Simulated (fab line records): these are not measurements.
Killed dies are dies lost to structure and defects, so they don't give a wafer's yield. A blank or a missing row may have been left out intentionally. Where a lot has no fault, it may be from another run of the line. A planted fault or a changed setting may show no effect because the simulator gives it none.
Which of the tools did it? :: flow nandHarc :: 12 lots, 36 wafers sampled, at 5 steps of a route of 1302

== WHAT THE GAUGES READ, wafer by wafer ==
NHARC_END_SORT_01.
lot: L742
measured: day 24 04:58
on: prober-02
killedAtArray: 71 66 82
killedAtOther: 2 0 0
killedAtPeriphery: 0 4 0
killedDies: 73 70 82
killedOpen: 4 5 5
killedShort: 2 2 1

lot: L744
measured: day 24 14:47
on: prober-01
killedAtArray: 79 60 66
killedAtOther: 0 1 0
killedAtPeriphery: 0 3 1
killedDies: 79 64 67
killedOpen: 2 1 1
killedShort: 2 5 3

lot: L743
measured: day 24 14:47
on: prober-02
killedAtArray: 59 54 58
killedAtOther: 0 1 0
killedAtPeriphery: 2 3 4
killedDies: 61 58 62
killedOpen: 2 3 5
killedShort: 0 1 1

lot: L747
measured: day 25 19:49
on: prober-01
killedAtArray: 43 48 58
killedAtOther: 1 0 1
killedAtPeriphery: 6 3 3
killedDies: 50 51 62
killedOpen: 4 5 2
killedShort: 2 2 4

lot: L749
measured: day 27 20:07
on: prober-02
killedAtArray: 61 67 53
killedAtOther: 2 1 1
killedAtPeriphery: 8 5 7
killedDies: 71 73 61
killedOpen: 8 4 2
killedShort: 3 3 2

lot: L757
measured: day 30 11:59
on: prober-01
killedAtArray: 673 675 674
killedAtOther: 1 0 0
killedAtPeriphery: 3 2 3
killedDies: 677 677 677
killedOpen: 8 4 7
killedShort: 1 3 1

lot: L755
measured: day 30 12:04
on: prober-02
killedAtArray: 674 671 669
killedAtOther: 0 0 0
killedAtPeriphery: 3 6 8
killedDies: 677 677 677
killedOpen: 3 3 3
killedShort: 4 3 3

lot: L760
measured: day 32 05:58
on: prober-02
killedAtArray: 39 51 49
killedAtOther: 0 0 0
killedAtPeriphery: 10 4 5
killedDies: 49 55 54
killedOpen: 4 2 3
killedShort: 1 2 1

lot: L762
measured: day 32 19:12
on: prober-01
killedAtArray: 68 67 55
killedAtOther: 2 0 2
killedAtPeriphery: 3 3 1
killedDies: 73 70 58
killedOpen: 4 2 3
killedShort: 3 3 0

lot: L763
measured: day 33 04:34
on: prober-02
killedAtArray: 57 63 61
killedAtOther: 1 0 0
killedAtPeriphery: 5 1 5
killedDies: 63 64 66
killedOpen: 3 3 3
killedShort: 5 1 4

lot: L765
measured: day 33 20:29
on: prober-01
killedAtArray: 44 55 49
killedAtOther: 4 3 1
killedAtPeriphery: 1 2 2
killedDies: 49 60 52
killedOpen: 2 3 2
killedShort: 5 3 4

lot: L764
measured: day 35 07:50
on: prober-01
killedAtArray: 52 53 56
killedAtOther: 1 0 0
killedAtPeriphery: 3 2 2
killedDies: 56 55 58
killedOpen: 3 2 1
killedShort: 3 1 5

== WHAT TOOL EACH LOT RAN ON (gives the tool, then ch and the chambers of the sampled wafers, and finally the start) ==
lot: L742
NHARC_A_SLIT_ETCH_26: harEtch-01 ch 0,1, day 19 19:38
NHARC_A_WL_FILL_ETCHBACK_05: rieMetal-03 ch 0,1, day 20 05:19
NHARC_A_WL_FILL_STRIP_27: plasmaAsher-02 ch 0,1, day 20 05:29
NHARC_A_WL_FILL_STRIP_29: rieDiel-09 ch 1,2,3, day 20 16:14

lot: L744
NHARC_A_SLIT_ETCH_26: harEtch-01 ch 0,1, day 20 09:39
NHARC_A_WL_FILL_ETCHBACK_05: rieMetal-03 ch 0,1, day 20 19:17
NHARC_A_WL_FILL_STRIP_27: plasmaAsher-02 ch 0,1, day 20 19:25
NHARC_A_WL_FILL_STRIP_29: rieDiel-09 ch 2,3, day 21 05:37

lot: L743
NHARC_A_SLIT_ETCH_26: harEtch-02 ch 0,1, day 20 11:58
NHARC_A_WL_FILL_ETCHBACK_05: rieMetal-02 ch 0,1, day 20 21:40
NHARC_A_WL_FILL_STRIP_27: plasmaAsher-02 ch 0,1, day 20 21:48
NHARC_A_WL_FILL_STRIP_29: rieDiel-03 ch 0,2,3, day 21 05:32

lot: L747
NHARC_A_SLIT_ETCH_26: harEtch-02 ch 0,1, day 21 15:06
NHARC_A_WL_FILL_ETCHBACK_05: rieMetal-03 ch 1, day 22 00:49
NHARC_A_WL_FILL_STRIP_27: plasmaAsher-02 ch 0,1, day 22 00:58
NHARC_A_WL_FILL_STRIP_29: rieDiel-10 ch 0,3, day 22 10:31

lot: L749
NHARC_A_SLIT_ETCH_26: harEtch-02 ch 0,1, day 23 01:45
NHARC_A_WL_FILL_ETCHBACK_05: rieMetal-02 ch 0,1, day 23 11:19
NHARC_A_WL_FILL_STRIP_27: plasmaAsher-02 ch 0,1, day 23 11:29
NHARC_A_WL_FILL_STRIP_29: rieDiel-03 ch 0,3, day 23 23:20

lot: L757
NHARC_A_SLIT_ETCH_26: harEtch-01 ch 0,1, day 25 22:43
NHARC_A_WL_FILL_ETCHBACK_05: rieMetal-03 ch 0,1, day 26 08:24
NHARC_A_WL_FILL_STRIP_27: plasmaAsher-01 ch 0,1, day 26 09:02
NHARC_A_WL_FILL_STRIP_29: rieDiel-10 ch 0,1, day 26 22:50

lot: L755
NHARC_A_SLIT_ETCH_26: harEtch-02 ch 0,1, day 26 00:31
NHARC_A_WL_FILL_ETCHBACK_05: rieMetal-01 ch 0,1, day 26 11:00
NHARC_A_WL_FILL_STRIP_27: plasmaAsher-01 ch 0,1, day 26 11:08
NHARC_A_WL_FILL_STRIP_29: rieDiel-09 ch 0,2,3, day 26 22:58

lot: L760
NHARC_A_SLIT_ETCH_26: harEtch-02 ch 0,1, day 27 19:45
NHARC_A_WL_FILL_ETCHBACK_05: rieMetal-03 ch 0,1, day 28 05:22
NHARC_A_WL_FILL_STRIP_27: plasmaAsher-01 ch 0,1, day 28 05:30
NHARC_A_WL_FILL_STRIP_29: rieDiel-10 ch 1,3, day 28 15:08

lot: L762
NHARC_A_SLIT_ETCH_26: harEtch-02 ch 0,1, day 28 00:22
NHARC_A_WL_FILL_ETCHBACK_05: rieMetal-02 ch 0,1, day 28 11:16
NHARC_A_WL_FILL_STRIP_27: plasmaAsher-01 ch 0,1, day 28 11:26
NHARC_A_WL_FILL_STRIP_29: rieDiel-03 ch 1,2,3, day 28 21:31

lot: L763
NHARC_A_SLIT_ETCH_26: harEtch-01 ch 0,1, day 28 10:47
NHARC_A_WL_FILL_ETCHBACK_05: rieMetal-03 ch 0,1, day 28 20:26
NHARC_A_WL_FILL_STRIP_27: plasmaAsher-02 ch 1, day 28 21:13
NHARC_A_WL_FILL_STRIP_29: rieDiel-10 ch 1,2,3, day 29 09:02

lot: L765
NHARC_A_SLIT_ETCH_26: harEtch-02 ch 0,1, day 29 10:47
NHARC_A_WL_FILL_ETCHBACK_05: rieMetal-03 ch 0,1, day 29 20:25
NHARC_A_WL_FILL_STRIP_27: plasmaAsher-02 ch 0,1, day 29 20:34
NHARC_A_WL_FILL_STRIP_29: rieDiel-09 ch 0,2, day 30 07:18

lot: L764
NHARC_A_SLIT_ETCH_26: harEtch-01 ch 1, day 30 19:28
NHARC_A_WL_FILL_ETCHBACK_05: rieMetal-03 ch 0,1, day 31 05:19
NHARC_A_WL_FILL_STRIP_27: plasmaAsher-02 ch 0,1, day 31 05:28
NHARC_A_WL_FILL_STRIP_29: rieDiel-10 ch 0,1,2, day 31 17:53
- NHARC_A_SLIT_ETCH_26: etches the open film in C4F8/O2/Ar, time 90 s, target depth 400 nm.
- NHARC_A_WL_FILL_ETCHBACK_05: etches the open film in Cl2/BCl3, target depth 22 nm, time 60 s.
- NHARC_A_WL_FILL_STRIP_27: strips in N2/H2, time 20 s.
- NHARC_A_WL_FILL_STRIP_29: strips in O2, time 20 s.

== AS READ BY THE TOOLS THEMSELVES (means over the sampled wafers that have a number; for cases with no such wafer, the mark the record gives instead) ==
NHARC_A_SLIT_ETCH_26.
lot: L742
tool: harEtch-01
drypumpMotorCurrentA (A): 5.57
heBacksideLeakSccm (sccm): 7.8
showerheadPlenumPTorr (Torr): 3.62
throttleValvePct (%): 27.628

lot: L744
tool: harEtch-01
drypumpMotorCurrentA (A): 5.49
heBacksideLeakSccm (sccm): 6.7
showerheadPlenumPTorr (Torr): 3.56
throttleValvePct (%): 27.622

lot: L743
tool: harEtch-02
drypumpMotorCurrentA (A): 5.71
heBacksideLeakSccm (sccm): 5.2
showerheadPlenumPTorr (Torr): 3.69
throttleValvePct (%): 27.622

lot: L747
tool: harEtch-02
drypumpMotorCurrentA (A): 5.66
heBacksideLeakSccm (sccm): 5.3
showerheadPlenumPTorr (Torr): 3.67
throttleValvePct (%): 27.606

lot: L749
tool: harEtch-02
drypumpMotorCurrentA (A): 5.70
heBacksideLeakSccm (sccm): 5.1
showerheadPlenumPTorr (Torr): 3.67
throttleValvePct (%): 27.618

lot: L757
tool: harEtch-01
drypumpMotorCurrentA (A): 5.46
heBacksideLeakSccm (sccm): 7.2
showerheadPlenumPTorr (Torr): 3.52
throttleValvePct (%): 27.607

lot: L755
tool: harEtch-02
drypumpMotorCurrentA (A): 5.71
heBacksideLeakSccm (sccm): 5.2
showerheadPlenumPTorr (Torr): 3.65
throttleValvePct (%): 27.613

lot: L760
tool: harEtch-02
drypumpMotorCurrentA (A): 5.71
heBacksideLeakSccm (sccm): 5.5
showerheadPlenumPTorr (Torr): 3.64
throttleValvePct (%): 27.624

lot: L762
tool: harEtch-02
drypumpMotorCurrentA (A): 5.70
heBacksideLeakSccm (sccm): 5.4
showerheadPlenumPTorr (Torr): 3.63
throttleValvePct (%): 27.615

lot: L763
tool: harEtch-01
drypumpMotorCurrentA (A): 5.56
heBacksideLeakSccm (sccm): 6.9
showerheadPlenumPTorr (Torr): 3.56
throttleValvePct (%): 27.620

lot: L765
tool: harEtch-02
drypumpMotorCurrentA (A): 5.65
heBacksideLeakSccm (sccm): 5.5
showerheadPlenumPTorr (Torr): 3.61
throttleValvePct (%): 27.621

lot: L764
tool: harEtch-01
drypumpMotorCurrentA (A): 5.64
heBacksideLeakSccm (sccm): 7.2
showerheadPlenumPTorr (Torr): 3.61
throttleValvePct (%): 27.612

NHARC_A_WL_FILL_ETCHBACK_05.
lot: L742
tool: rieMetal-03
chamberPressureMTorr (mTorr): 9.999
drypumpMotorCurrentA (A): 5.7
heBacksideLeakSccm (sccm): 3.45
oesProductAu (a.u.): 1.007

lot: L744
tool: rieMetal-03
chamberPressureMTorr (mTorr): 10.000
drypumpMotorCurrentA (A): 5.7
heBacksideLeakSccm (sccm): 3.35
oesProductAu (a.u.): 1.005

lot: L743
tool: rieMetal-02
chamberPressureMTorr (mTorr): 9.997
drypumpMotorCurrentA (A): 5.9
heBacksideLeakSccm (sccm): 3.57
oesProductAu (a.u.): 0.998

lot: L747
tool: rieMetal-03
chamberPressureMTorr (mTorr): 10.000
drypumpMotorCurrentA (A): 5.4
heBacksideLeakSccm (sccm): 3.39
oesProductAu (a.u.): 1.003

lot: L749
tool: rieMetal-02
chamberPressureMTorr (mTorr): 10.000
drypumpMotorCurrentA (A): 5.7
heBacksideLeakSccm (sccm): 3.29
oesProductAu (a.u.): 0.994

lot: L757
tool: rieMetal-03
chamberPressureMTorr (mTorr): -
drypumpMotorCurrentA (A): -
heBacksideLeakSccm (sccm): -
oesProductAu (a.u.): -

lot: L755
tool: rieMetal-01
chamberPressureMTorr (mTorr): -
drypumpMotorCurrentA (A): -
heBacksideLeakSccm (sccm): -
oesProductAu (a.u.): -

lot: L760
tool: rieMetal-03
chamberPressureMTorr (mTorr): 10.005
drypumpMotorCurrentA (A): 5.7
heBacksideLeakSccm (sccm): 3.46
oesProductAu (a.u.): 1.002

lot: L762
tool: rieMetal-02
chamberPressureMTorr (mTorr): 9.993
drypumpMotorCurrentA (A): 5.9
heBacksideLeakSccm (sccm): 3.42
oesProductAu (a.u.): 1.007

lot: L763
tool: rieMetal-03
chamberPressureMTorr (mTorr): 9.988
drypumpMotorCurrentA (A): 5.6
heBacksideLeakSccm (sccm): 3.34
oesProductAu (a.u.): 1.006

lot: L765
tool: rieMetal-03
chamberPressureMTorr (mTorr): 10.003
drypumpMotorCurrentA (A): 5.6
heBacksideLeakSccm (sccm): 3.31
oesProductAu (a.u.): 0.991

lot: L764
tool: rieMetal-03
chamberPressureMTorr (mTorr): 10.000
drypumpMotorCurrentA (A): 5.6
heBacksideLeakSccm (sccm): 3.40
oesProductAu (a.u.): 1.008

NHARC_A_WL_FILL_STRIP_27.
lot: L742
tool: plasmaAsher-02
drypumpMotorCurrentA (A): 6.1
heaterPowerW (W): 345
rfReflPowerW (W): 25

lot: L744
tool: plasmaAsher-02
drypumpMotorCurrentA (A): 6.1
heaterPowerW (W): 345
rfReflPowerW (W): 26

lot: L743
tool: plasmaAsher-02
drypumpMotorCurrentA (A): 6.2
heaterPowerW (W): 345
rfReflPowerW (W): 24

lot: L747
tool: plasmaAsher-02
drypumpMotorCurrentA (A): 5.7
heaterPowerW (W): 356
rfReflPowerW (W): 26

lot: L749
tool: plasmaAsher-02
drypumpMotorCurrentA (A): 5.7
heaterPowerW (W): 354
rfReflPowerW (W): -

lot: L757
tool: plasmaAsher-01
drypumpMotorCurrentA (A): 5.7
heaterPowerW (W): 287
rfReflPowerW (W): 19

lot: L755
tool: plasmaAsher-01
drypumpMotorCurrentA (A): 5.7
heaterPowerW (W): 307
rfReflPowerW (W): 24

lot: L760
tool: plasmaAsher-01
drypumpMotorCurrentA (A): 5.7
heaterPowerW (W): 288
rfReflPowerW (W): 19

lot: L762
tool: plasmaAsher-01
drypumpMotorCurrentA (A): 5.7
heaterPowerW (W): 292
rfReflPowerW (W): 19

lot: L763
tool: plasmaAsher-02
drypumpMotorCurrentA (A): 6.6
heaterPowerW (W): 380
rfReflPowerW (W): -

lot: L765
tool: plasmaAsher-02
drypumpMotorCurrentA (A): 6.1
heaterPowerW (W): 366
rfReflPowerW (W): -

lot: L764
tool: plasmaAsher-02
drypumpMotorCurrentA (A): 6.1
heaterPowerW (W): 374
rfReflPowerW (W): 24

NHARC_A_WL_FILL_STRIP_29.
lot: L742
tool: rieDiel-09
drypumpMotorCurrentA (A): 5.96
oesProductAu (a.u.): 0.993
rfVppV (V): 58.1
showerheadPlenumPTorr (Torr): 3.60
throttleValvePct (%): 17.036

lot: L744
tool: rieDiel-09
drypumpMotorCurrentA (A): 5.91
oesProductAu (a.u.): 1.004
rfVppV (V): 59.4
showerheadPlenumPTorr (Torr): 3.68
throttleValvePct (%): 17.033

lot: L743
tool: rieDiel-03
drypumpMotorCurrentA (A): 5.69
oesProductAu (a.u.): 1.009
rfVppV (V): 57.6
showerheadPlenumPTorr (Torr): 3.62
throttleValvePct (%): 17.035

lot: L747
tool: rieDiel-10
drypumpMotorCurrentA (A): 5.92
oesProductAu (a.u.): 1.003
rfVppV (V): 58.1
showerheadPlenumPTorr (Torr): 3.41
throttleValvePct (%): 17.048

lot: L749
tool: rieDiel-03
drypumpMotorCurrentA (A): 5.72
oesProductAu (a.u.): 1.001
rfVppV (V): 57.7
showerheadPlenumPTorr (Torr): 3.49
throttleValvePct (%): 17.032

lot: L757
tool: rieDiel-10
drypumpMotorCurrentA (A): 5.91
oesProductAu (a.u.): 1.001
rfVppV (V): 57.7
showerheadPlenumPTorr (Torr): 3.52
throttleValvePct (%): 17.044

lot: L755
tool: rieDiel-09
drypumpMotorCurrentA (A): 5.90
oesProductAu (a.u.): 1.002
rfVppV (V): 58.0
showerheadPlenumPTorr (Torr): 3.56
throttleValvePct (%): 17.045

lot: L760
tool: rieDiel-10
drypumpMotorCurrentA (A): 5.64
oesProductAu (a.u.): 1.003
rfVppV (V): 57.9
showerheadPlenumPTorr (Torr): 3.58
throttleValvePct (%): 17.035

lot: L762
tool: rieDiel-03
drypumpMotorCurrentA (A): 5.68
oesProductAu (a.u.): 1.008
rfVppV (V): 57.6
showerheadPlenumPTorr (Torr): 3.54
throttleValvePct (%): 17.026

lot: L763
tool: rieDiel-10
drypumpMotorCurrentA (A): 5.58
oesProductAu (a.u.): 0.999
rfVppV (V): 57.4
showerheadPlenumPTorr (Torr): 3.63
throttleValvePct (%): 17.033

lot: L765
tool: rieDiel-09
drypumpMotorCurrentA (A): 5.67
oesProductAu (a.u.): 1.006
rfVppV (V): 58.3
showerheadPlenumPTorr (Torr): 3.64
throttleValvePct (%): 17.035

lot: L764
tool: rieDiel-10
drypumpMotorCurrentA (A): 5.87
oesProductAu (a.u.): 0.999
rfVppV (V): 57.6
showerheadPlenumPTorr (Torr): 3.56
throttleValvePct (%): 17.040

== THE ANSWER, worked out from the rows above alone ==
Rule: the usual values come from the lots themselves. The widest of any qualifying gaps counts: lots, ordered by their means at a reading, are off when they make up no more than a third of the lots, leave a main group of 4 or more, and stand apart from it by 3 or more times the standard deviation of that group's means. A main group whose means are all the same, to the digits that the tables above print for the reading, isn't used. Also off: a lot with no number at a reading for which 4 or more lots have one. The other lots that the step has rows for count as sound. Order of review: gauges by route order, followed by the tools' own readings, for which a lot's mean as printed above is used. At the first step where some lot is off, the reading lying furthest off is the one used; lots without a number count as furthest.
Off at NHARC_END_SORT_01 (killedDies): L757, L755. Main group: mean 62, sd 7.4.
If a tool, at a process step before that reading, ran all the lots that are off and no sound lot after the first of them, it fits. Not tried: the gauges at NHARC_END_SORT_01; whatever is off there is also off at NHARC_A_WL_FILL_ETCHBACK_05, on other tools, and gauge error can't account for it. Of those tried, none fits.

== WHAT THE SIMULATOR HAD PUT IN ==
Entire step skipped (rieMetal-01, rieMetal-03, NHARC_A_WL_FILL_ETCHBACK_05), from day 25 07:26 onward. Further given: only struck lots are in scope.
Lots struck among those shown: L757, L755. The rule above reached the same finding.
